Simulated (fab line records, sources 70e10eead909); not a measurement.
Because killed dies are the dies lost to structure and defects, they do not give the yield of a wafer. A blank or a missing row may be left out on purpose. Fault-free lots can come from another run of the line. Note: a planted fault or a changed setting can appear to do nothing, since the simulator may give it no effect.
Matching of chambers ; flow nand_harc ; 4 sister chambers for NHARC_A_DECK1_JOINT_CMP_02 on cmp-04
The step polishes SiOx. 22 wafers are shown with their chamber, then 11 later ones without.

== WAFERS WITH THEIR CHAMBER ==
wafer;chamber;motor_current_A (A)
L074.1;3;11.8
L074.5;0;12.4
L074.6;1;13.2
L078.1;0;11.5
L078.4;3;11.4
L078.5;2;11.6
L079.3;3;11.1
L079.4;1;13.4
L079.6;3;11.4
L082.1;0;12.2
L082.3;3;11.6
L082.6;3;11.6
L083.1;3;11.3
L083.3;1;12.1
L083.4;2;11.1
L086.2;0;11.4
L086.5;1;12.6
L086.6;0;11.6
L089.1;0;11.5
L089.2;2;11.5
L089.4;1;12.1
L090.1;1;12.9

SIGNATURES, as means of the wafers listed above
reading;chamber 0;chamber 1;chamber 2;chamber 3;scatter within a chamber
motor_current_A;11.767;12.717;11.400;11.457;0.399
Rule: for a wafer and a chamber, the distance is found by dividing, reading by reading, the gap between the wafer's reading and the chamber's mean by the reading's scatter, squaring, summing and taking the root. If the next closest chamber is less than 2 further off than the closest, the wafer can't be placed; otherwise it belongs to the closest. The scatter: take each reading less its chamber's mean, square it, sum over the shown wafers, divide by the number of wafers less the number of chambers, and take the root.

== WAFERS WITH NO CHAMBER GIVEN ==
wafer;motor_current_A (A)
L090.2;12.1
L090.4;11.6
L091.2;12.0
L091.3;11.2
L091.4;11.5
L092.1;12.1
L092.3;11.7
L092.6;11.6
L097.3;12.7
L097.4;11.1
L097.5;11.6

== WHICH CHAMBER EACH ONE RAN IN ==
wafer;from the rows above;in truth
L090.2;can't be placed: 0 or 1 or 3 or 2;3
L090.4;can't be placed: 3 or 0 or 2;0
L091.2;can't be placed: 0 or 3 or 2 or 1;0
L091.3;can't be placed: 2 or 3 or 0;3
L091.4;can't be placed: 3 or 2 or 0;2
L092.1;can't be placed: 0 or 1 or 3 or 2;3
L092.3;can't be placed: 0 or 3 or 2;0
L092.6;can't be placed: 3 or 0 or 2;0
L097.3;1;1
L097.4;can't be placed: 2 or 3 or 0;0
L097.5;can't be placed: 3 or 0 or 2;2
Correct placement for 1 of the 11. Can't be placed from these rows: 10 (the true chamber is among the candidates in 10). Number placed wrongly: 0.
